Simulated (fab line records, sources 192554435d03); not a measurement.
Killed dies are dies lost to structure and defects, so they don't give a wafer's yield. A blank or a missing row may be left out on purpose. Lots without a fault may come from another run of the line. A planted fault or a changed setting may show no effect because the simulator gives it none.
fab line records | flow n5_finfet | part 1 of 2: steps 1 to 30 of 36
record lots=5 wafers=15 last_day=18
route steps=1938 shown BEOL_M12@1605
lots that met no fault: from a run of the same line without faults
start_h: hours from the record's first day to the start of the lot's first wafer shown | wait_h: hours since the lot's step before | " the same as in the row above | L1.1+2: a row that stands for several wafers | - no value, or no start given | * or withheld: withheld | < > ~ a bound
route shown NAME@n: a module of which the file shows steps, and the number in the route of the first | usual: mean/standard deviation of fault-free wafers | same: alike in all rows | chamber/n: place in a boat | sites: the reading at each site | _std_site: their standard deviation | _edge_site: outer sites' mean less inner sites' | radius_mm: how far each site lies from the wafer's centre | mask NAME#n: copy n | behind: the tool/chamber that last shaped the wafer | hold: why the lot was held/for how many hours/how that ended | device: the transistor (n, p or np) that didn't switch | end of line: the same wafers' tests at the end of the route | a step without rows: its recipe alone | killed: dies lost to structure and defects at the first sort, not the wafer's yield | map: a wafer's dies, x killed, . not, _ none there
set.NAME: the setting as run; set.NAME@STEP: as run at that earlier step | model.NAME: the simulator's own value behind a step, which no gauge read
lots at some steps of the route; a table a step, a row a wafer
services: from which hour (start_h, from the record's first day; less than 0 if before it) a tool's chamber was out of use, for how many hours, and why
## steps
# step N5_BEOL_M12_COAT_04
# recipe spin_rpm=1625 resist_thk_nm=400
# columns lot.wafer tool chamber start_h wait_h
L077.1+2+4 litho_track-03 0 - -
L084.3+4+6 litho_track-05 0 - -
L087.1+3+5 litho_track-02 0 - -
L091.1+2+5 litho_track-05 0 - -
L097.2+5+6 litho_track-05 0 - -
# step N5_BEOL_M12_EBR_06
# recipe solvent=PGMEA ebr_width_mm=1.5
# same ebr_width_mm=1.5
# columns lot.wafer tool chamber start_h wait_h
L077.1+2+4 litho_track-03 0 - -
L084.3+4+6 litho_track-05 0 - -
L087.1+3+5 litho_track-02 0 - -
L091.1+2+5 litho_track-05 0 - -
L097.2+5+6 litho_track-05 0 - -
# step N5_BEOL_M12_SOFTBAKE_05
# recipe temp_c=130 time_s=60
# columns lot.wafer tool chamber start_h wait_h
L077.1+2+4 litho_track-03 0 - -
L084.3+4+6 litho_track-05 0 - -
L087.1+3+5 litho_track-02 0 - -
L091.1+2+5 litho_track-05 0 - -
L097.2+5+6 litho_track-05 0 - -
# step N5_BEOL_M12_EXPOSE_07
# recipe mask_id=V11 na=0.93 source_shape=conventional sigma_outer=0.6 polarization=unpolarized attpsm_phase_deg=180 dose_mj=32.5
# columns lot.wafer tool chamber start_h wait_h mask
L077.1+2+4 krf_scanner-01 0 249.79 - V11#0
L084.3+4+6 krf_scanner-01 0 304.75 - V11#0
L087.1+3+5 krf_scanner-01 0 324.26 - V11#0
L091.1+2+5 krf_scanner-01 0 347.50 - V11#0
L097.2+5+6 krf_scanner-01 0 382.09 - V11#0
# step N5_BEOL_M12_PEB_08
# recipe peb_temp_c=130 peb_time_s=90
# columns lot.wafer tool chamber start_h wait_h
L077.1+2+4 litho_track-03 0 249.84 0.1
L084.3+4+6 litho_track-05 0 304.79 0.0
L087.1+3+5 litho_track-05 0 324.32 0.1
L091.1+2+5 litho_track-03 0 347.56 0.1
L097.2+5+6 litho_track-02 0 382.14 0.0
# step N5_BEOL_M12_DEVELOP_09
# recipe develop_time_s=45 rinse_liquid=diw dry=air_spin dev_temp_c=21
# columns lot.wafer tool chamber start_h wait_h
L077.1+2+4 litho_track-03 0 - -
L084.3+4+6 litho_track-05 0 - -
L087.1+3+5 litho_track-05 0 - -
L091.1+2+5 litho_track-03 0 - -
L097.2+5+6 litho_track-02 0 - -
# step N5_BEOL_M12_HARDBAKE_14
# recipe temp_c=130 time_s=120
# columns lot.wafer tool chamber start_h wait_h
L077.1+2+4 litho_track-03 0 - -
L084.3+4+6 litho_track-05 0 - -
L087.1+3+5 litho_track-05 0 - -
L091.1+2+5 litho_track-03 0 - -
L097.2+5+6 litho_track-02 0 - -
# step N5_BEOL_M12_CD_MEAS_10
# recipe target_cd_nm=140 landing_energy_ev=500 detector=se_inlens polarity=opening
# usual cd_nm=138.3/2.8
# columns lot.wafer tool chamber start_h wait_h cd_nm
L077.1 cd_sem-01 0 249.96 - 137.9
L077.2 " 0 " " 144.1
L077.4 " 0 " " 140.0
L084.3 cd_sem-03 0 304.91 - 135.5
L084.4 " 0 " " 139.6
L084.6 " 0 " " 142.5
L087.1 cd_sem-01 0 324.43 - 139.4
L087.3 " 0 " " 144.2
L087.5 " 0 " " 140.1
L091.1 cd_sem-03 0 347.67 - 142.8
L091.2 " 0 " " 139.3
L091.5 " 0 " " 137.5
L097.2 cd_sem-02 0 382.26 - 139.8
L097.5 " 0 " " 139.1
L097.6 " 0 " " 140.0
# step N5_BEOL_M12_OVL_MEAS_11
# recipe points_per_wafer=44
# usual V11_OVL=-2/6.1
# columns lot.wafer tool chamber start_h wait_h V11_OVL[nm]
L077.1 overlay-02 0 249.99 0.0 -10
L077.2 " 0 " " -18
L077.4 " 0 " " -6
L084.3 overlay-02 0 304.94 0.0 -8
L084.4 " 0 " " -4
L084.6 " 0 " " -1
L087.1 overlay-01 0 324.46 0.0 -6
L087.3 " 0 " " -5
L087.5 " 0 " " -5
L091.1 overlay-02 0 347.71 0.0 -4
L091.2 " 0 " " 2
L091.5 " 0 " " -8
L097.2 overlay-01 0 382.29 0.0 -2
L097.5 " 0 " " -10
L097.6 " 0 " " -5
# step N5_BEOL_M12_INSPECT_12
# recipe mode=adi inspect_instrument=macro
# usual raw_defect_count=2.2/1.4
# columns lot.wafer tool chamber start_h wait_h raw_defect_count
L077.1 defect_inspect-01 - 250.01 0.0 5
L077.2 " - " " 3
L077.4 " - " " 3
L084.3 defect_inspect-02 - 304.96 0.0 1
L084.4 " - " " 5
L084.6 " - " " 3
L087.1 defect_inspect-01 - 324.49 0.0 1
L087.3 " - " " 3
L087.5 " - " " 1
L091.1 defect_inspect-01 - 347.73 0.0 2
L091.2 " - " " 4
L091.5 " - " " 4
L097.2 defect_inspect-01 - 382.32 0.0 3
L097.5 " - " " 2
L097.6 " - " " 2
# step N5_BEOL_M12_DESCUM_15
# recipe chemistry=O2 time_s=7.9 source_power_w=50 bias_power_w=20 pressure_mtorr=20 rf_frequency_hz=2.712e+07 temp_c=40 o2_flow_sccm=225
# usual drypump_motor_current_A=5.6/0.42 o2_flow_sccm=225.1/0.7 oes_product_au=0.81/0.073 rf_vpp_V=242.9/1.4 showerhead_plenum_p_Torr=2.08/0.075 throttle_valve_pct=20.30/0.21
# columns lot.wafer tool chamber start_h wait_h drypump_motor_current_A o2_flow_sccm oes_product_au rf_hours_counter_h rf_vpp_V showerhead_plenum_p_Torr throttle_valve_pct
L077.1 rie_diel-01 3 250.05 0.0 6.1 225.0 0.95 10 242.7 2.03 19.84
L077.2 " 1 " " 5.3 224.5 0.97 1 242.4 2.03 20.19
L077.4 " 0 " " 5.2 226.3 0.79 103 245.3 2.20 20.44
L084.3 rie_diel-06 3 305.06 0.1 5.1 225.5 0.84 90 241.8 2.04 20.54
L084.4 " 1 " " 6.4 227.0 0.83 66 245.7 2.22 20.42
L084.6 " 2 " " 5.8 225.0 0.80 - 241.7 2.09 20.15
L087.1 rie_diel-01 3 324.52 0.0 6.1 223.5 0.87 36 242.6 2.02 19.87
L087.3 " 0 " " 5.2 225.6 0.76 129 243.5 2.19 20.49
L087.5 " 2 " " 5.6 224.7 0.79 - 242.4 2.04 20.39
L091.1 rie_diel-06 0 347.86 0.1 5.2 224.5 1.00 5 243.9 2.12 19.82
L091.2 " 3 " " 5.1 224.6 0.81 108 244.1 2.04 20.56
L091.5 " 3 " " 5.1 225.2 0.82 - 241.7 2.04 20.57
L097.2 rie_diel-06 2 382.36 0.0 5.8 224.2 0.77 136 243.7 2.08 20.20
L097.5 " 1 " " 6.3 223.1 0.79 - 244.1 2.21 20.45
L097.6 " 2 " " 5.9 224.4 0.77 - 242.9 2.08 20.19
# step N5_BEOL_M12_ETCH_59
# recipe chemistry=N2/H2 target=BARC target_depth_a=890 overetch_a=267 time_s=67.9 ion_energy_ev=200 pressure_mtorr=30 source_w=840 bias_w=150 n2_flow_sccm=200 h2_flow_sccm=200
# usual drypump_motor_current_A=5.7/0.43 oes_product_au=0.69/0.059 rf_vpp_V=523.6/2.5 showerhead_plenum_p_Torr=2.53/0.088 throttle_valve_pct=17.81/0.14
# columns lot.wafer tool chamber start_h wait_h drypump_motor_current_A oes_product_au rf_hours_counter_h rf_vpp_V showerhead_plenum_p_Torr throttle_valve_pct
L077.1 rie_diel-01 3 250.08 0.0 6.1 0.81 10 521.8 2.51 17.73
L077.2 " 1 " " 5.4 0.82 1 522.9 2.49 17.79
L077.4 " 0 " " 5.2 0.69 103 528.8 2.67 17.87
L084.3 rie_diel-06 3 305.10 0.0 5.0 0.69 90 522.1 2.46 17.95
L084.4 " 1 " " 6.4 0.72 66 527.2 2.69 17.79
L084.6 " 2 " " 5.8 0.68 - 524.7 2.56 17.80
L087.1 rie_diel-01 3 324.56 0.0 6.1 0.76 36 522.9 2.50 17.79
L087.3 " 0 " " 5.1 0.66 129 527.6 2.66 17.91
L087.5 " 2 " " 5.6 0.68 - 521.6 2.44 17.64
L091.1 rie_diel-06 0 347.89 0.0 5.2 0.84 5 525.8 2.60 17.35
L091.2 " 3 " " 5.1 0.68 108 521.4 2.46 17.97
L091.5 " 3 " " 5.1 0.68 - 520.8 2.46 17.99
L097.2 rie_diel-06 2 382.40 0.0 5.8 0.66 136 524.3 2.55 17.83
L097.5 " 1 " " 6.4 0.68 - 527.4 2.68 17.83
L097.6 " 2 " " 5.8 0.66 - 524.1 2.55 17.82
# step N5_BEOL_M12_VIA_ETCH_16
# recipe chemistry=C4F8/O2/Ar target=SiOC pressure_mtorr=30 source_w=3000 bias_w=700 Ar_flow_sccm=400 C4F8_flow_sccm=15 O2_flow_sccm=8 he_inner_torr=15 he_outer_torr=30 target_depth_a=7248 time_s=withheld ion_energy_ev=250 ends=cleared
# usual drypump_motor_current_A=5.7/0.43 he_outer_torr=30.00/0.064 oes_product_au=0.74/0.066 rf_vpp_V=665/3.2 showerhead_plenum_p_Torr=3.39/0.1 throttle_valve_pct=24.08/0.21
# columns lot.wafer tool chamber start_h wait_h drypump_motor_current_A he_outer_torr oes_product_au rf_vpp_V showerhead_plenum_p_Torr throttle_valve_pct
L077.1 rie_diel-01 3 250.13 0.0 6.1 29.99 0.87 665 3.31 23.58
L077.2 " 1 " " 5.4 30.02 0.87 664 3.36 24.21
L077.4 " 0 " " 5.2 30.11 0.72 671 3.55 24.09
L084.3 rie_diel-06 3 305.15 0.0 5.1 29.92 0.74 663 3.31 24.21
L084.4 " 1 " " 6.3 30.07 0.76 671 3.56 23.95
L084.6 " 2 " " 5.8 30.09 0.72 665 3.44 24.10
L087.1 rie_diel-01 3 324.61 0.0 6.1 29.97 0.80 662 3.29 23.62
L087.3 " 0 " " 5.2 29.99 0.70 671 3.54 24.13
L087.5 " 2 " " 5.6 30.02 0.72 663 3.29 23.97
L091.1 rie_diel-06 0 347.94 0.0 5.2 30.01 0.89 669 3.51 23.81
L091.2 " 3 " " 5.0 30.11 0.72 663 3.30 24.20
L091.5 " 3 " " 5.1 30.01 0.73 662 3.30 24.22
L097.2 rie_diel-06 2 382.45 0.0 5.8 29.88 0.71 667 3.42 24.13
L097.5 " 1 " " 6.3 30.03 0.72 671 3.55 24.00
L097.6 " 2 " " 5.8 30.00 0.71 664 3.42 24.14
# step N5_BEOL_M12_STRIP_63
# recipe chemistry=N2/H2 power_w=1000 temp_c=250 h2_frac=0.65 overash_fraction=0.3 pressure_mtorr=1000 n2_flow_sccm=1750 h2_flow_sccm=3250
# usual drypump_motor_current_A=5.5/0.34 heater_power_w=340/40 oes_product_au=0.692/0.0042 strip_time_to_endpoint_s=42.4/0.99
# columns lot.wafer tool chamber start_h wait_h drypump_motor_current_A heater_power_w oes_product_au rf_hours_counter_h strip_time_to_endpoint_s
L077.1 plasma_asher-01 1 250.33 - 5.5 356 0.686 72 41.0
L077.2 " 0 " " 5.6 401 0.694 72 42.0
L077.4 " 0 " " 5.7 393 0.696 - 42.0
L084.3 plasma_asher-01 0 305.37 - 5.7 386 0.692 - 43.6
L084.4 " 1 " " 5.4 370 0.682 - 41.2
L084.6 " 0 " " 5.7 392 0.690 - 41.8
L087.1 plasma_asher-02 0 324.81 - 5.8 307 0.704 135 43.1
L087.3 " 0 " " 5.8 307 0.695 - 43.3
L087.5 " 0 " " 5.8 306 0.685 - 42.2
L091.1 plasma_asher-01 0 348.31 - 5.6 387 0.700 94 42.2
L091.2 " 1 " " 5.4 349 0.704 94 45.0
L091.5 " 0 " " 5.6 391 0.692 - 42.2
L097.2 plasma_asher-01 1 382.65 - 5.4 361 0.695 105 41.5
L097.5 " 1 " " 5.5 371 0.693 - 41.2
L097.6 " 0 " " 5.6 388 0.692 - 42.0
# step N5_BEOL_M12_STRIP_64
# recipe chemistry=N2/H2 power_w=1000 temp_c=250 h2_frac=0.65 overash_fraction=0.3 pressure_mtorr=withheld n2_flow_sccm=1750 h2_flow_sccm=3250
# usual drypump_motor_current_A=5.5/0.33 heater_power_w=340/40 oes_product_au=0.715/0.005 strip_time_to_endpoint_s=31.35/0.096
# columns lot.wafer tool chamber start_h wait_h drypump_motor_current_A heater_power_w oes_product_au rf_hours_counter_h strip_time_to_endpoint_s
L077.1 plasma_asher-01 1 250.39 0.0 5.5 357 0.720 72 31.21
L077.2 " 0 " " 5.6 390 0.718 72 31.22
L077.4 " 0 " " 5.6 389 0.716 - 31.28
L084.3 plasma_asher-01 0 305.43 0.0 5.7 390 0.725 - 31.32
L084.4 " 1 " " 5.4 355 0.720 - 31.46
L084.6 " 0 " " 5.6 383 0.725 - 31.35
L087.1 plasma_asher-02 0 324.87 0.0 5.8 299 0.705 135 31.32
L087.3 " 0 " " 5.8 308 0.710 - 31.35
L087.5 " 0 " " 5.8 302 0.712 - 31.36
L091.1 plasma_asher-01 0 348.37 0.0 5.7 396 0.716 94 31.41
L091.2 " 1 " " 5.5 374 0.716 94 31.38
L091.5 " 0 " " 5.7 390 0.708 - 31.40
L097.2 plasma_asher-01 1 382.71 0.0 5.4 366 0.715 105 31.33
L097.5 " 1 " " 5.4 362 0.717 - 31.33
L097.6 " 0 " " 5.7 382 0.716 - 31.36
# step N5_BEOL_M12_STRIP_71
# recipe chemistry=post_etch_residue_remover time_s=60 temp_c=25 remover_ph=withheld remover_water_wt_pct=withheld remover_fluoride_wt_pct=withheld
# columns lot.wafer tool chamber start_h wait_h
L077.1+2+4 wet_bench-03 1,2,3 250.48 0.1
L084.3+4+6 wet_bench-03 4,6,2 305.49 0.0
L087.1+3+5 wet_bench-03 4,5,0 324.96 0.1
L091.1+2+5 wet_bench-05 2,5,1 348.46 0.1
L097.2+5+6 wet_bench-03 3,1,0 382.80 0.1
# step N5_BEOL_M12_SRD_72
# recipe time_s=30 temp_c=23 rinse_liquid=diw dry=n2_spin spin_rpm=1500 dry_time_s=30
# columns lot.wafer tool chamber start_h wait_h
L077.1+2+4 wet_bench-03 1,2,3 250.50 0.0
L084.3+4+6 wet_bench-03 4,6,2 305.51 0.0
L087.1+3+5 wet_bench-03 4,5,0 324.98 0.0
L091.1+2+5 wet_bench-05 2,5,1 348.48 0.0
L097.2+5+6 wet_bench-03 3,1,0 382.82 0.0
# step N5_BEOL_M12_CD_MEAS_17
# recipe target_cd_nm=140 polarity=opening
# usual cd_nm=138.6/2.8
# columns lot.wafer tool chamber start_h wait_h cd_nm
L077.1 cd_sem-02 - 250.54 0.0 139.3
L077.2 " - " " 142.7
L077.4 " - " " 139.3
L084.3 cd_sem-03 - 305.56 0.0 135.9
L084.4 " - " " 140.0
L084.6 " - " " 141.8
L087.1 cd_sem-03 - 325.02 0.0 141.7
L087.3 " - " " 143.7
L087.5 " - " " 140.2
L091.1 cd_sem-01 - 348.52 0.0 144.5
L091.2 " - " " 139.1
L091.5 " - " " 137.0
L097.2 cd_sem-03 - 382.86 0.0 141.3
L097.5 " - " " 141.3
L097.6 " - " " 141.4
# step N5_BEOL_M12_COAT_65
# recipe resist=SOC temp_c=250 time_s=60 spin_rpm=1500 resist_thk_nm=300
# columns lot.wafer tool chamber start_h wait_h
L077.1+2+4 litho_track-05 0 250.58 0.0
L084.3+4+6 litho_track-03 0 305.59 0.0
L087.1+3+5 litho_track-03 0 325.06 0.0
L091.1+2+5 litho_track-02 0 348.55 0.0
L097.2+5+6 litho_track-05 0 382.89 0.0
# step N5_BEOL_M12_COAT_66
# recipe resist=SiARC temp_c=220 time_s=60 spin_rpm=1500 resist_thk_nm=110
# columns lot.wafer tool chamber start_h wait_h
L077.1+2+4 litho_track-05 0 - -
L084.3+4+6 litho_track-03 0 - -
L087.1+3+5 litho_track-03 0 - -
L091.1+2+5 litho_track-02 0 - -
L097.2+5+6 litho_track-05 0 - -
# step N5_BEOL_M12_COAT_22
# recipe spin_rpm=2888 resist_thk_nm=300
# columns lot.wafer tool chamber start_h wait_h
L077.1+2+4 litho_track-05 0 - -
L084.3+4+6 litho_track-03 0 - -
L087.1+3+5 litho_track-03 0 - -
L091.1+2+5 litho_track-02 0 - -
L097.2+5+6 litho_track-05 0 - -
# step N5_BEOL_M12_EBR_24
# recipe solvent=PGMEA ebr_width_mm=1.5
# same ebr_width_mm=1.5
# columns lot.wafer tool chamber start_h wait_h
L077.1+2+4 litho_track-05 0 - -
L084.3+4+6 litho_track-03 0 - -
L087.1+3+5 litho_track-03 0 - -
L091.1+2+5 litho_track-02 0 - -
L097.2+5+6 litho_track-05 0 - -
# step N5_BEOL_M12_SOFTBAKE_23
# recipe temp_c=130 time_s=60
# columns lot.wafer tool chamber start_h wait_h
L077.1+2+4 litho_track-05 0 - -
L084.3+4+6 litho_track-03 0 - -
L087.1+3+5 litho_track-03 0 - -
L091.1+2+5 litho_track-02 0 - -
L097.2+5+6 litho_track-05 0 - -
# step N5_BEOL_M12_EXPOSE_25
# recipe mask_id=M12 na=0.93 source_shape=conventional sigma_outer=0.4 polarization=unpolarized dose_mj=21.8
# columns lot.wafer tool chamber start_h wait_h mask
L077.1+2+4 krf_scanner-02 0 250.70 - M12#0
L084.3+4+6 krf_scanner-02 0 305.85 - M12#0
L087.1+3+5 krf_scanner-02 0 325.17 - M12#0
L091.1+2+5 krf_scanner-01 0 348.67 - M12#0
L097.2+5+6 krf_scanner-01 0 383.02 - M12#0
# step N5_BEOL_M12_PEB_26
# recipe peb_temp_c=130 peb_time_s=90
# columns lot.wafer tool chamber start_h wait_h
L077.1+2+4 litho_track-05 0 250.76 0.1
L084.3+4+6 litho_track-05 0 305.89 0.0
L087.1+3+5 litho_track-03 0 325.23 0.1
L091.1+2+5 litho_track-02 0 348.73 0.1
L097.2+5+6 litho_track-05 0 383.07 0.0
# step N5_BEOL_M12_DEVELOP_27
# recipe develop_time_s=45 rinse_liquid=diw dry=air_spin dev_temp_c=21
# columns lot.wafer tool chamber start_h wait_h
L077.1+2+4 litho_track-05 0 - -
L084.3+4+6 litho_track-05 0 - -
L087.1+3+5 litho_track-03 0 - -
L091.1+2+5 litho_track-02 0 - -
L097.2+5+6 litho_track-05 0 - -
# step N5_BEOL_M12_HARDBAKE_32
# recipe temp_c=130 time_s=120
# columns lot.wafer tool chamber start_h wait_h
L077.1+2+4 litho_track-05 0 - -
L084.3+4+6 litho_track-05 0 - -
L087.1+3+5 litho_track-03 0 - -
L091.1+2+5 litho_track-02 0 - -
L097.2+5+6 litho_track-05 0 - -
# step N5_BEOL_M12_CD_MEAS_28
# recipe target_cd_nm=160.2 landing_energy_ev=500 detector=se_inlens polarity=opening
# usual cd_nm=159.0/1.8
# columns lot.wafer tool chamber start_h wait_h cd_nm
L077.1 cd_sem-02 0 250.87 - 157.0
L077.2 " 0 " " 158.2
L077.4 " 0 " " 160.5
L084.3 cd_sem-01 0 306.01 - 157.5
L084.4 " 0 " " 160.2
L084.6 " 0 " " 157.9
L087.1 cd_sem-01 0 325.35 - 155.6
L087.3 " 0 " " 154.7
L087.5 " 0 " " 156.9
L091.1 cd_sem-02 0 348.84 - 160.3
L091.2 " 0 " " 157.3
L091.5 " 0 " " 158.0
L097.2 cd_sem-01 0 383.18 - 160.7
L097.5 " 0 " " 159.2
L097.6 " 0 " " 158.8
# step N5_BEOL_M12_OVL_MEAS_29
# recipe points_per_wafer=44
# usual M12_OVL=5/5.5
# columns lot.wafer tool chamber start_h wait_h M12_OVL[nm]
L077.1 overlay-02 0 250.90 0.0 -7
L077.2 " 0 " " 2
L077.4 " 0 " " 5
L084.3 overlay-02 0 306.04 0.0 2
L084.4 " 0 " " 4
L084.6 " 0 " " -3
L087.1 overlay-02 0 325.38 0.0 6
L087.3 " 0 " " 13
L087.5 " 0 " " 10
L091.1 overlay-02 0 348.87 0.0 10
L091.2 " 0 " " 4
L091.5 " 0 " " 0
L097.2 overlay-02 0 383.21 0.0 6
L097.5 " 0 " " 17
L097.6 " 0 " " 11
# step N5_BEOL_M12_INSPECT_30
# recipe mode=adi inspect_instrument=macro
# usual raw_defect_count=2.1/1.5
# columns lot.wafer tool chamber start_h wait_h raw_defect_count
L077.1 defect_inspect-02 - 250.92 0.0 1
L077.2 " - " " 4
L077.4 " - " " 1
L084.3 defect_inspect-02 - 306.06 0.0 1
L084.4 " - " " 1
L084.6 " - " " 2
L087.1 defect_inspect-02 - 325.40 0.0 0
L087.3 " - " " 2
L087.5 " - " " 1
L091.1 defect_inspect-02 - 348.90 0.0 3
L091.2 " - " " 7
L091.5 " - " " 2
L097.2 defect_inspect-01 - 383.24 0.0 0
L097.5 " - " " 2
L097.6 " - " " 3
